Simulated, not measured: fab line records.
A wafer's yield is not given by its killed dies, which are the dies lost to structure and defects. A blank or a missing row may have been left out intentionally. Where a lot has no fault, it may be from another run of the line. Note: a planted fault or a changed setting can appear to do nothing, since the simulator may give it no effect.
fab line records + flow nand_harc
[record]
- lots = 5
- wafers = 15
- last_day = 34
route steps=1302 shown P_BONDPAD@366 A_START@389 A_ZERO_WELL@390 END@1302
lots that met no fault: taken from a fault-free run of the same line
start_h: start of the lot's first displayed wafer, in hours after the record's first day + wait_h: how many hours have passed since the lot's step before this one + " repeats the value in the row above + L1.1+2: several wafers, shown together as one row + - either no value or no given start + * or withheld: withheld + < > ~ a bound
route shown NAME@n: names a module that has steps shown in the file, with the first one's number in the route + usual: mean/standard deviation of fault-free wafers + same: alike in all rows + chamber/n: place in a boat + sites: readings site by site + _std_site: the values' standard deviation + _edge_site: the outer-site mean with the inner-site mean subtracted + radius_mm: for every site, how far away it sits from the centre of the wafer + mask NAME#n: copy n + behind: tool/chamber where the wafer was last shaped + hold: reason for holding the lot/hours on hold/outcome of the hold + device: the n, p or np transistor that did not switch + end of line: tests run on the same wafers once the route is complete + a step without rows: its recipe alone + killed: dies lost to structure and defects at the first sort, not the wafer's yield + map: shows each die of a wafer: x if killed, . if not, _ if none is there
set.NAME: the setting that was run; set.NAME@STEP: the one run at that earlier step + model.NAME: the simulator's own value behind a step, which no gauge read
a table for each step, a row for each wafer; lots at some steps of the route
services: when a tool's chamber went out of use (start_h, in hours from the record's first day, below 0 if earlier), for how many hours, and the reason
[[steps]]
[step NHARC_P_BONDPAD_HARDBAKE_10]
[recipe]
- temp_c = 118
- time_s = 65
[step NHARC_P_BONDPAD_DESCUM_11]
[recipe]
- time_s = 3
- o2_flow_sccm = 200
- ar_flow_sccm = 0
- bias_power_w = 0
- chemistry = O2
[usual]
- drypump_motor_current_A = 5.6/0.49
- oes_product_au = 1.000/0.0076
- rf_vpp_V = 57.8/0.87
- showerhead_plenum_p_Torr = 1.93/0.079
- throttle_valve_pct = 11.311/0.0085
[same]
- time_s = 3
| lot.wafer | tool        | chamber | start_h | wait_h | drypump_motor_current_A | oes_product_au | rf_hours_counter_h | rf_vpp_V | showerhead_plenum_p_Torr | throttle_valve_pct |
|-----------|-------------|---------|---------|--------|-------------------------|----------------|--------------------|----------|--------------------------|--------------------|
| L520.1    | rie_diel-12 | 0       | 142.23  | -      | 5.0                     | 1.011          | 1.6                | 56.1     | 1.81                     | 11.302             |
| L520.4    | "           | 2       | "       | "      | 5.8                     | 1.015          | 1.5                | 58.9     | 1.95                     | 11.306             |
| L520.5    | "           | 1       | "       | "      | 4.9                     | 1.002          | -                  | 56.7     | 2.00                     | 11.309             |
| L521.1    | rie_diel-05 | 2       | 158.50  | -      | 5.3                     | 0.993          | 2.6                | 57.8     | 2.01                     | 11.316             |
| L521.4    | "           | 3       | "       | "      | 6.4                     | 0.996          | 3.0                | 57.7     | 1.97                     | 11.309             |
| L521.2    | "           | 0       | "       | "      | 5.2                     | 1.001          | 2.4                | 58.1     | 1.81                     | 11.305             |
| L523.1    | rie_diel-05 | 2       | 163.71  | -      | 5.2                     | 0.989          | 2.8                | 56.4     | 2.01                     | 11.307             |
| L523.3    | "           | 0       | "       | "      | 5.2                     | 1.014          | 2.5                | 56.4     | 1.81                     | 11.320             |
| L523.2    | "           | 1       | "       | "      | 5.5                     | 0.993          | 2.6                | 57.6     | 1.99                     | 11.313             |
| L529.3    | rie_diel-05 | 3       | 222.95  | -      | 6.4                     | 0.987          | 4.6                | 57.8     | 1.97                     | 11.305             |
| L529.1    | "           | 0       | "       | "      | 5.2                     | 1.000          | 3.9                | 58.0     | 1.80                     | 11.303             |
| L529.6    | "           | 0       | "       | "      | 5.2                     | 0.992          | -                  | 57.1     | 1.80                     | 11.314             |
| L540.3    | rie_diel-05 | 3       | 335.91  | -      | 6.4                     | 1.012          | 2.1                | 58.3     | 1.97                     | 11.305             |
| L540.5    | "           | 2       | "       | "      | 5.2                     | 1.005          | -                  | 58.2     | 2.01                     | 11.311             |
| L540.6    | "           | 3       | "       | "      | 6.4                     | 1.003          | -                  | 57.9     | 1.97                     | 11.317             |
[step NHARC_P_BONDPAD_ETCH_37]
[recipe]
- target_depth_a = 600
- overetch_a = 180
- time_s = 65.91
- ion_energy_ev = 200
- n2_flow_sccm = 150
- h2_flow_sccm = 150
- ar_flow_sccm = 0
- rf_w = 400
- bias_w = 150
- chemistry = N2/H2
[step NHARC_P_BONDPAD_ETCH_12]
[recipe]
- target_depth_a = 2000
- time_s = 100
- chf3_flow_sccm = 50
- o2_flow_sccm = 10
- ar_flow_sccm = 200
- rf_w = 500
- bias_w = 200
- chemistry = CHF3/O2
[usual]
- bias_w = 199.9/0.61
- drypump_motor_current_A = 5.6/0.47
- oes_product_au = 0.948/0.023
- rf_vpp_V = 371.1/2.3
- showerhead_plenum_p_Torr = 2.42/0.094
- throttle_valve_pct = 20.571/0.0089
[same]
- time_s = 100
| lot.wafer | tool        | chamber | start_h | wait_h | bias_w | drypump_motor_current_A | oes_product_au | rf_hours_counter_h | rf_vpp_V | showerhead_plenum_p_Torr | throttle_valve_pct |
|-----------|-------------|---------|---------|--------|--------|-------------------------|----------------|--------------------|----------|--------------------------|--------------------|
| L520.1    | rie_diel-12 | 2       | -       | -      | 200.4  | 5.7                     | 0.926          | 1.6                | 370.2    | 2.45                     | 20.572             |
| L520.4    | "           | 3       | "       | "      | 200.0  | 6.2                     | 0.932          | 1.6                | 367.6    | 2.30                     | 20.571             |
| L520.5    | "           | 0       | "       | "      | 200.9  | 5.0                     | 0.935          | -                  | 366.5    | 2.27                     | 20.577             |
| L521.2    | rie_diel-05 | 1       | -       | -      | 199.3  | 5.5                     | 0.915          | 2.5                | 374.0    | 2.50                     | 20.583             |
| L521.4    | "           | 2       | "       | "      | 199.9  | 5.2                     | 0.913          | 2.7                | 372.5    | 2.51                     | 20.582             |
| L521.1    | "           | 0       | "       | "      | 201.5  | 5.2                     | 0.926          | 2.5                | 369.7    | 2.27                     | 20.551             |
| L523.2    | rie_diel-05 | 1       | -       | -      | 200.8  | 5.5                     | 0.926          | 2.6                | 370.9    | 2.50                     | 20.570             |
| L523.1    | "           | 2       | "       | "      | 200.6  | 5.3                     | 0.925          | 2.8                | 372.6    | 2.51                     | 20.580             |
| L523.3    | "           | 3       | "       | "      | 199.9  | 6.4                     | 0.924          | 3.1                | 372.4    | 2.47                     | 20.585             |
| L529.1    | rie_diel-05 | 1       | -       | -      | 199.5  | 5.5                     | 0.979          | 3.8                | 372.8    | 2.50                     | 20.567             |
| L529.3    | "           | 2       | "       | "      | 199.8  | 5.2                     | 0.970          | 3.9                | 374.0    | 2.51                     | 20.564             |
| L529.6    | "           | 1       | "       | "      | 201.1  | 5.5                     | 0.975          | -                  | 373.4    | 2.50                     | 20.568             |
| L540.3    | rie_diel-05 | 0       | -       | -      | 199.7  | 5.2                     | 0.992          | 2.1                | 367.0    | 2.27                     | 20.581             |
| L540.6    | "           | 3       | "       | "      | 200.2  | 6.4                     | 0.978          | -                  | 372.8    | 2.47                     | 20.570             |
| L540.5    | "           | 0       | "       | "      | 199.4  | 5.2                     | 0.979          | -                  | 368.4    | 2.27                     | 20.571             |
[step NHARC_P_BONDPAD_CD_MEAS_13]
[usual]
- cd_nm = 499.6/1.3
| lot.wafer | tool      | chamber | start_h | wait_h | cd_nm |
|-----------|-----------|---------|---------|--------|-------|
| L520.1    | cd_sem-03 | -       | 142.54  | -      | 500.1 |
| L520.4    | "         | -       | "       | "      | 501.9 |
| L520.5    | "         | -       | "       | "      | 499.1 |
| L521.1    | cd_sem-02 | -       | 158.81  | -      | 498.2 |
| L521.2    | "         | -       | "       | "      | 500.8 |
| L521.4    | "         | -       | "       | "      | 501.3 |
| L523.1    | cd_sem-02 | -       | 164.02  | -      | 498.5 |
| L523.2    | "         | -       | "       | "      | 497.9 |
| L523.3    | "         | -       | "       | "      | 499.5 |
| L529.1    | cd_sem-03 | -       | 223.26  | -      | 499.8 |
| L529.3    | "         | -       | "       | "      | 497.5 |
| L529.6    | "         | -       | "       | "      | 498.1 |
| L540.3    | cd_sem-03 | -       | 336.23  | -      | 500.9 |
| L540.5    | "         | -       | "       | "      | 502.2 |
| L540.6    | "         | -       | "       | "      | 499.9 |
[step NHARC_P_BONDPAD_STRIP_15]
[recipe]
- o2_flow_sccm = 500
- ar_flow_sccm = 0
- bias_w = 0
- chemistry = O2
[step NHARC_P_BONDPAD_ETCH_24]
[recipe]
- target_depth_a = 300
- over_etch_frac = 0.3
- time_s = 72.99
- ion_energy_ev = 150
- cf4_flow_sccm = 50
- n2_flow_sccm = 100
- ar_flow_sccm = 150
- rf_w = 300
- bias_w = 100
- chemistry = CF4/N2
[usual]
- bias_w = 100.00/0.27
- drypump_motor_current_A = 5.6/0.49
- oes_product_au = 1.003/0.0075
- rf_vpp_V = 314.3/1.9
- showerhead_plenum_p_Torr = 2.64/0.11
- throttle_valve_pct = 19.795/0.01
[same]
- time_s = 72.99
| lot.wafer | tool        | chamber | start_h | wait_h | bias_w | drypump_motor_current_A | oes_product_au | rf_hours_counter_h | rf_vpp_V | showerhead_plenum_p_Torr | throttle_valve_pct |
|-----------|-------------|---------|---------|--------|--------|-------------------------|----------------|--------------------|----------|--------------------------|--------------------|
| L520.4    | rie_diel-10 | 0       | -       | -      | 100.19 | 5.6                     | 1.005          | 2.7                | 315.6    | 2.65                     | 19.806             |
| L520.1    | "           | 1       | "       | "      | 99.38  | 5.8                     | 0.998          | 2.5                | 313.9    | 2.69                     | 19.783             |
| L520.5    | "           | 0       | "       | "      | 100.24 | 5.6                     | 1.003          | -                  | 314.2    | 2.65                     | 19.796             |
| L521.2    | rie_diel-12 | 0       | -       | -      | 99.88  | 5.0                     | 1.013          | 3.5                | 312.8    | 2.48                     | 19.796             |
| L521.4    | "           | 1       | "       | "      | 99.97  | 4.9                     | 1.011          | 3.8                | 314.6    | 2.73                     | 19.809             |
| L521.1    | "           | 3       | "       | "      | 100.24 | 6.2                     | 1.015          | 3.6                | 312.5    | 2.51                     | 19.783             |
| L523.2    | rie_diel-10 | 0       | 164.28  | 0.1    | 99.67  | 5.6                     | 1.013          | 4.5                | 314.8    | 2.65                     | 19.795             |
| L523.1    | "           | 1       | "       | "      | 99.90  | 5.8                     | 1.012          | 4.2                | 315.0    | 2.69                     | 19.790             |
| L523.3    | "           | 2       | "       | "      | 100.41 | 4.9                     | 1.001          | 4.0                | 312.0    | 2.51                     | 19.794             |
| L529.3    | rie_diel-05 | 3       | -       | -      | 100.58 | 6.4                     | 1.000          | 4.7                | 315.5    | 2.70                     | 19.793             |
| L529.1    | "           | 0       | "       | "      | 99.75  | 5.2                     | 1.003          | 4.0                | 312.2    | 2.48                     | 19.796             |
| L529.6    | "           | 3       | "       | "      | 100.51 | 6.4                     | 1.006          | -                  | 315.6    | 2.70                     | 19.804             |
| L540.3    | rie_diel-12 | 3       | -       | -      | 99.77  | 6.2                     | 1.003          | 6.6                | 311.2    | 2.51                     | 19.806             |
| L540.6    | "           | 3       | "       | "      | 100.33 | 6.2                     | 1.005          | -                  | 312.9    | 2.51                     | 19.811             |
| L540.5    | "           | 0       | "       | "      | 100.24 | 5.0                     | 1.001          | -                  | 311.5    | 2.48                     | 19.798             |
[step NHARC_P_BONDPAD_STRIP_16]
[recipe]
- time_s = 600
- temp_c = 30
- chemistry = post_etch_residue_remover
[step NHARC_P_BONDPAD_DEGAS_25]
[recipe]
- temp_c = 300
- time_s = 60
[step NHARC_P_BONDPAD_PRE_CLEAN_26]
[recipe]
- time_s = 30
- temp_c = 280
- gas = H2/He
[step NHARC_P_BONDPAD_PVD_17]
[recipe]
- target_thk_a = 50
- bias_v = 168.6
- power_w = 15000
- chamber_pressure_pa = 0.12
- time_s = 8.06
- substrate_temp_c = 50
- material = TaN
[usual]
- throttle_valve_pct = 29.9/0.69
[same]
- time_s = 8.06
| lot.wafer | tool           | chamber | start_h | wait_h | throttle_valve_pct |
|-----------|----------------|---------|---------|--------|--------------------|
| L520.4    | pvd_sputter-02 | -       | -       | -      | 29.6               |
| L520.1    | "              | -       | "       | "      | 30.2               |
| L520.5    | "              | -       | "       | "      | 29.8               |
| L521.2    | pvd_sputter-02 | -       | -       | -      | 30.4               |
| L521.4    | "              | -       | "       | "      | 29.8               |
| L521.1    | "              | -       | "       | "      | 30.2               |
| L523.3    | pvd_sputter-02 | -       | -       | -      | 31.0               |
| L523.2    | "              | -       | "       | "      | 30.3               |
| L523.1    | "              | -       | "       | "      | 30.2               |
| L529.3    | pvd_sputter-03 | -       | -       | -      | 31.1               |
| L529.1    | "              | -       | "       | "      | 29.4               |
| L529.6    | "              | -       | "       | "      | 30.9               |
| L540.3    | pvd_sputter-01 | -       | -       | -      | 29.2               |
| L540.5    | "              | -       | "       | "      | 29.7               |
| L540.6    | "              | -       | "       | "      | 28.7               |
[step NHARC_P_BONDPAD_PVD_27]
[recipe]
- target_thk_a = 300
- chamber_pressure_pa = 5
- power_w = 5000
- substrate_temp_c = 30
- time_s = 20.49
- material = Cu
[usual]
- throttle_valve_pct = 30.0/0.7
[same]
- time_s = 20.49
| lot.wafer | tool           | chamber | start_h | wait_h | throttle_valve_pct |
|-----------|----------------|---------|---------|--------|--------------------|
| L520.4    | pvd_sputter-02 | -       | -       | -      | 30.4               |
| L520.1    | "              | -       | "       | "      | 29.5               |
| L520.5    | "              | -       | "       | "      | 30.5               |
| L521.4    | pvd_sputter-02 | -       | -       | -      | 30.1               |
| L521.2    | "              | -       | "       | "      | 29.6               |
| L521.1    | "              | -       | "       | "      | 30.9               |
| L523.3    | pvd_sputter-02 | -       | -       | -      | 30.7               |
| L523.1    | "              | -       | "       | "      | 29.9               |
| L523.2    | "              | -       | "       | "      | 29.4               |
| L529.1    | pvd_sputter-03 | -       | -       | -      | 31.0               |
| L529.3    | "              | -       | "       | "      | 29.2               |
| L529.6    | "              | -       | "       | "      | 31.2               |
| L540.3    | pvd_sputter-01 | -       | -       | -      | 31.1               |
| L540.5    | "              | -       | "       | "      | 30.9               |
| L540.6    | "              | -       | "       | "      | 29.3               |
[step NHARC_P_BONDPAD_ECD_18]
[recipe]
- target_thk_a = 4000
- bath_temp_c = 25
- material = Cu
| lot.wafer  | tool      | chamber | start_h | wait_h |
|------------|-----------|---------|---------|--------|
| L520.1+4+5 | ecd_cu-01 | 0,1,0   | 143.57  | -      |
| L521.2+1+4 | ecd_cu-01 | 0,1,0   | 159.80  | -      |
| L523.1+2+3 | ecd_cu-02 | 1,0,1   | 165.04  | -      |
| L529.1+3+6 | ecd_cu-01 | 1,1,0   | 224.29  | -      |
| L540.3+6+5 | ecd_cu-02 | 0,1,0   | 337.50  | -      |
[step NHARC_P_BONDPAD_ANNEAL_28]
[recipe]
- temp_c = 225
- time_s = 90
[step NHARC_P_BONDPAD_CMP_19]
[recipe]
- t_overpolish_s = 30
- cu_recess_touch_s = 16
- target_thk_nm = 160.81
[step NHARC_P_BONDPAD_SRD_21]
[recipe]
- time_s = 30
- temp_c = 23
- dry_time_s = 20
- spin_rpm = 1500
[step NHARC_P_BONDPAD_INSPECT_23]
[usual]
- raw_defect_count = 341/120
| lot.wafer | tool              | chamber | start_h | wait_h | raw_defect_count |
|-----------|-------------------|---------|---------|--------|------------------|
| L520.1    | defect_inspect-01 | -       | 144.77  | 0.0    | 278              |
| L520.4    | "                 | -       | "       | "      | 257              |
| L520.5    | "                 | -       | "       | "      | 193              |
| L521.1    | defect_inspect-01 | -       | 161.05  | 0.0    | 391              |
| L521.2    | "                 | -       | "       | "      | 296              |
| L521.4    | "                 | -       | "       | "      | 329              |
| L523.1    | defect_inspect-01 | -       | 166.31  | 0.0    | 240              |
| L523.2    | "                 | -       | "       | "      | 173              |
| L523.3    | "                 | -       | "       | "      | 212              |
| L529.1    | defect_inspect-02 | -       | 225.51  | 0.0    | 263              |
| L529.3    | "                 | -       | "       | "      | 209              |
| L529.6    | "                 | -       | "       | "      | 369              |
| L540.3    | defect_inspect-02 | -       | 338.62  | 0.0    | 345              |
| L540.5    | "                 | -       | "       | "      | 335              |
| L540.6    | "                 | -       | "       | "      | 292              |
[step NHARC_P_BONDPAD_ACTIVATE_29]
[recipe]
- time_s = 60
- n2_flow_sccm = 200
- ar_flow_sccm = 0
- bias_power_w = 0
- chemistry = N2
[step NHARC_P_BONDPAD_PRECLEAN_30]
[recipe]
- time_s = 300
- temp_c = 23
- chemistry = DIW
[step NHARC_P_BONDPAD_SRD_31]
[recipe]
- time_s = 30
- temp_c = 23
- dry_time_s = 20
- spin_rpm = 1500
[step NHARC_A_START_INSPECT_01]
[usual]
- raw_defect_count = 3.5/2
| lot.wafer | tool              | chamber | start_h | wait_h | raw_defect_count |
|-----------|-------------------|---------|---------|--------|------------------|
| L520.1    | defect_inspect-01 | -       | 145.23  | -      | 5                |
| L520.4    | "                 | -       | "       | "      | 1                |
| L520.5    | "                 | -       | "       | "      | 4                |
| L521.1    | defect_inspect-01 | -       | 161.57  | -      | 2                |
| L521.2    | "                 | -       | "       | "      | 4                |
| L521.4    | "                 | -       | "       | "      | 4                |
| L523.1    | defect_inspect-02 | -       | 166.80  | -      | 4                |
| L523.2    | "                 | -       | "       | "      | 1                |
| L523.3    | "                 | -       | "       | "      | 5                |
| L529.1    | defect_inspect-02 | -       | 226.00  | -      | 2                |
| L529.3    | "                 | -       | "       | "      | 4                |
| L529.6    | "                 | -       | "       | "      | 5                |
| L540.5    | defect_inspect-02 | -       | 339.12  | -      | 1                |
| L540.6    | "                 | -       | "       | "      | 2                |
[step NHARC_A_ZERO_WELL_PRECLEAN_00]
[recipe]
- time_s = 600
- temp_c = 120
- chemistry = SPM
[step NHARC_A_ZERO_WELL_SRD_01]
[step NHARC_A_ZERO_WELL_DEHYDRATE_02]
[recipe]
- temp_c = 150
- time_s = 120
[step NHARC_A_ZERO_WELL_HMDS_03]
[recipe]
- time_s = 30
[step NHARC_A_ZERO_WELL_COAT_18]
[recipe]
- temp_c = 200
- time_s = 65
[step NHARC_A_ZERO_WELL_COAT_04]
[recipe]
- spin_rpm = 2000
- resist_thk_nm = 600
[step NHARC_A_ZERO_WELL_SOFTBAKE_05]
[recipe]
- temp_c = 125
- time_s = 70
[step NHARC_A_ZERO_WELL_EBR_06]
[step NHARC_A_ZERO_WELL_EXPOSE_07]
[recipe]
- na = 0.55
- dose_mj = 33.85
- mask_id = A_ZERO
[step NHARC_A_ZERO_WELL_PEB_08]
[recipe]
- peb_temp_c = 128
- peb_time_s = 80
[step NHARC_A_ZERO_WELL_DEVELOP_09]
[recipe]
- time_s = 50
- dev_temp_c = 22
[step NHARC_A_ZERO_WELL_CD_MEAS_10]
[recipe]
- target_cd_nm = 2000
- landing_energy_ev = 500
[usual]
- cd_nm = 2000.1/1.4
| lot.wafer | tool      | chamber | start_h | wait_h | cd_nm  |
|-----------|-----------|---------|---------|--------|--------|
| L520.1    | cd_sem-03 | 0       | 145.95  | -      | 2000.3 |
| L520.4    | "         | 0       | "       | "      | 2001.3 |
| L520.5    | "         | 0       | "       | "      | 2000.9 |
| L521.1    | cd_sem-03 | 0       | 162.42  | -      | 1999.4 |
| L521.2    | "         | 0       | "       | "      | 1999.1 |
| L521.4    | "         | 0       | "       | "      | 2000.3 |
| L523.1    | cd_sem-01 | 0       | 167.53  | -      | 2000.6 |
| L523.2    | "         | 0       | "       | "      | 2000.8 |
| L523.3    | "         | 0       | "       | "      | 1999.0 |
| L529.1    | cd_sem-01 | 0       | 226.83  | -      | 2001.5 |
| L529.3    | "         | 0       | "       | "      | 2001.1 |
| L529.6    | "         | 0       | "       | "      | 2002.0 |
| L540.5    | cd_sem-03 | 0       | 339.97  | -      | 2001.7 |
| L540.6    | "         | 0       | "       | "      | 2000.3 |
[step NHARC_A_ZERO_WELL_HARDBAKE_11]
[recipe]
- temp_c = 118
- time_s = 65
[step NHARC_A_ZERO_WELL_DESCUM_12]
[recipe]
- time_s = 3
- o2_flow_sccm = 200
- ar_flow_sccm = 0
- bias_power_w = 0
- chemistry = O2
[step NHARC_A_ZERO_WELL_ETCH_19]
[recipe]
- target_depth_a = 800
- overetch_a = 240
- time_s = 87.88
- ion_energy_ev = 200
- n2_flow_sccm = 150
- h2_flow_sccm = 150
- ar_flow_sccm = 0
- rf_w = 400
- bias_w = 150
- chemistry = N2/H2
[step NHARC_A_ZERO_WELL_ETCH_13]
[recipe]
- target_depth_a = 1200
- time_s = 40.1
- hbr_flow_sccm = 150
- cl2_flow_sccm = 50
- rf_w = 400
- icp_w = 400
- bias_w = 100
- chemistry = HBr/Cl2
[step NHARC_A_ZERO_WELL_STRIP_14]
[recipe]
- time_s = 900
- temp_c = 130
- chemistry = SPM
[step NHARC_END_SORT_01]
[recipe]
- temp_c = 25
[usual]
- defect_limited_yield = 90.7/3
- killed_at_array = 58/20
- killed_at_other = 0.9/1.4
- killed_at_periphery = 4/3.1
- killed_dies = 63/20
- killed_open = 3.3/1.8
- killed_short = 2.4/1.5
[same]
- gross_dies = 677
| lot.wafer | tool      | chamber | start_h | wait_h | defect_limited_yield[%] | killed_at_array | killed_at_other | killed_at_periphery | killed_dies | killed_open | killed_short |
|-----------|-----------|---------|---------|--------|-------------------------|-----------------|-----------------|---------------------|-------------|-------------|--------------|
| L529.1    | prober-01 | 0       | 647.21  | 2.5    | 90.1                    | 56              | 1               | 10                  | 67          | 2           | 2            |
| L529.3    | prober-01 | 0       | 648.80  | 3.1    | 86.0                    | 88              | 0               | 7                   | 95          | 4           | 3            |
| L529.6    | prober-01 | 0       | 651.20  | 4.0    | 89.8                    | 57              | 0               | 12                  | 69          | 7           | 1            |
| L540.3    | prober-01 | 0       | 806.21  | 3.1    | 6.6                     | 42              | 0               | 590                 | 632         | 2           | 2            |
// killed by level:class
L529.1 A_CHANNEL_HOLE_D1:chamber_film_flake=21 A_SLIT:chamber_film_flake=17 A_CHANNEL_HOLE_D2:chamber_film_flake=14 P_CONTACT:chamber_film_flake=4 P_M1:chamber_film_flake=3 P_STI:chamber_film_flake=2 P_STI:geometric_particle:open=1 A_M1:chamber_film_flake=1
L529.3 A_SLIT:chamber_film_flake=33 A_CHANNEL_HOLE_D1:chamber_film_flake=26 A_CHANNEL_HOLE_D2:chamber_film_flake=13 P_CONTACT:chamber_film_flake=3 A_CONTACT:chamber_film_flake=3 A_M1:chamber_film_flake=3 P_M1:chamber_film_flake=2 A_CHANNEL_FILL_D2:chamber_film_flake=2
L529.6 A_CHANNEL_HOLE_D1:chamber_film_flake=29 A_SLIT:chamber_film_flake=15 P_CONTACT:chamber_film_flake=6 A_CHANNEL_HOLE_D2:chamber_film_flake=3 P_STI:chamber_film_flake=2 A_M1:chamber_film_flake=2 P_GATE:geometric_particle:open=1 P_CONTACT:geometric_particle:open=1
L540.3 P_BONDPAD:area_ecd=586 A_CHANNEL_HOLE_D1:chamber_film_flake=15 A_STAIRCASE:chamber_film_flake=10 A_CONTACT:chamber_film_flake=7 A_SLIT:chamber_film_flake=4 P_GATE:chamber_film_flake=2 P_CONTACT:geometric_particle:short=1 A_ONON_D1:geometric_particle:open=1
// map L540.3 (x killed, . not)
____________x____________
_________xxxxxxx_________
_______.xxxxxxxxxx_______
______xxxxxxxxxxxxx______
_____xxxxxxxxxxxxxxx_____
____xxxxxxxxxxxxxxxxx____
____xxxxxxxxxxxxxxx.x____
___xxxxxxxxxxxxxxxxxxx___
___xxxxxxxxxxxxxxx..xx___
__xxxxxxxxxxxxxx.xxxxxx__
__xxxxxxxxxxxxxxxxxxxxx__
_xxxxxxxxxxxxxxxxxxxxxx._
_xxxxxxxxxxxxxxxxxxxx.xx_
_xxxxxxxxxxxxx.xxxxx.xxx_
_xxxxxxxxxxxxxxxxxxxxxxx_
_xx.xxxxxxxxxxxxxxxxxxx._
xxxxx.xxxxxxxxxxx.x.xxxxx
xxxxxxxxxxxxxxx.xxxxxxxxx
xxxxxxxxxxxxxxxxxxxxx.xxx
xxxxxxxxxx.x.xxxxx.xxxxxx
xx.xxx.xxxxxxxxxxxxxxxxxx
_xxxxxx.xxxxxxxx.xxxxxxx_
_x.xxxxxx.xxxxxxx.xxxxxx_
_xxxxxxxxxxxxxxxxxxxxxxx_
_xxx.xxxxxxxxxxxxxxxxxxx_
_xxxxxxxxxxxx.xxxxxxxxxx_
__xxxxxxxxxxxxxxxxxxxx.__
__xxxxxx.xxx.xxxxxxxx.x__
___xxxxxxxxxxxxxxx..xx___
___xx.xxxxxxxxxxxxxxx.___
____xx.xxx..xxxx.xxxx____
____xxxxxx.xxxxxxxxx.____
_____x.xxxxxxxxxxxx._____
______xxxxxxxxxxxxx______
_______xx.xxxxxxxx_______
_________xxxxxxx_________
____________x____________
// map L523.1 (x killed, . not)
____________.____________
_________......._________
_______..........._______
______.............______
_____.........x....._____
____.................____
____.................____
___..x.x..............___
___.x..x..............___
__..xxxx..........x....__
__.x..xx.x.............__
_.xxxxx.xxx............._
_..xxxxxx...x....x...x.._
_x.xxx.................._
_xx.xx.........x.x.x...._
_.xxxxx.......x........x_
xxxxxx.....x.............
..xxxx..x..x....x........
.x.xx..........x.x.......
...xx...x..x..xxx........
..x........x.xxxx.x......
_.......x...x.x........._
_...........xx.xx......._
_x............x.xx......_
_...x.x.....x..xxx......_
_x...........x...xx....._
__..............x......__
__.....................__
___...........x.x.....___
___....x......x.......___
____.................____
____.x...............____
_____.x............._____
______.x...........______
_______..........._______
_________......._________
____________.____________
[[services]]
| tool           | chamber | start_h | hours | kind   |
|----------------|---------|---------|-------|--------|
| rie_diel-05    | 2       | 125.55  | 4.0   | repair |
| pvd_sputter-03 | -       | 131.11  | 8.2   | repair |
| pvd_sputter-01 | -       | 142.74  | 2.1   | repair |
| pvd_sputter-03 | -       | 146.39  | 2.0   | repair |
| rie_diel-10    | 3       | 157.79  | 23.3  | repair |
| ecd_cu-01      | -       | 160.10  | 8.0   | pm     |
| ecd_cu-02      | -       | 161.22  | 1.0   | repair |
| rie_diel-10    | -       | 164.56  | 0.1   | repair |
| rie_diel-05    | 2       | 190.15  | 5.4   | repair |
| pvd_sputter-03 | -       | 196.72  | 10.0  | pm     |
| rie_diel-12    | 2       | 210.25  | 6.8   | repair |
| pvd_sputter-01 | -       | 227.30  | 10.0  | pm     |
| rie_diel-05    | -       | 229.60  | 9.0   | pm     |
| rie_diel-10    | 1       | 233.09  | 1.8   | repair |
| rie_diel-10    | -       | 242.50  | 9.0   | pm     |
| rie_diel-12    | 3       | 257.62  | 12.6  | repair |
| rie_diel-12    | 0       | 261.07  | 6.3   | repair |
| rie_diel-12    | 2       | 261.89  | 2.8   | repair |
| rie_diel-12    | 1       | 262.95  | 8.2   | repair |
| pvd_sputter-02 | -       | 262.96  | 3.1   | repair |
| rie_diel-12    | -       | 268.40  | 9.0   | pm     |
| pvd_sputter-02 | -       | 282.00  | 10.0  | pm     |
| pvd_sputter-02 | -       | 297.71  | 3.8   | repair |
| ecd_cu-01      | -       | 336.10  | 8.0   | pm     |
[[key]]
[first_sign]
- step = NHARC_END_SORT_01
- reading = killed_at_periphery
- direction = up
- sigmas = 99+
- usual = 4
- struck = 590
[effect]
- step = NHARC_END_SORT_01
- reading = defect_limited_yield
- direction = down
- sigmas = 28
- usual = 90.7
- struck = 6.6
[more_kills_born_at]
- NHARC_P_BONDPAD_ECD_18@ecd_cu-02 = 586
met_at NHARC_P_BONDPAD_ECD_18
struck_wafers L540.3
later_rows_left_out L540.3
onset_between 165.04 337.50
[fault]
- kind = process_parameter_drift
- tool = ecd_cu-02
- chamber = -
- onset_h = 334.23
- steps = NHARC_P_BONDPAD_ECD_18
- channel = target_thk_a
- offset = *
- shape = step
- end_h = 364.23
- scope = struck_wafers_only
- acts_in = *
- stated = *
// later_rows_left_out: the simulator's readings of these wafers behind a module that went badly wrong aren't trusted and aren't shown, but for the sort
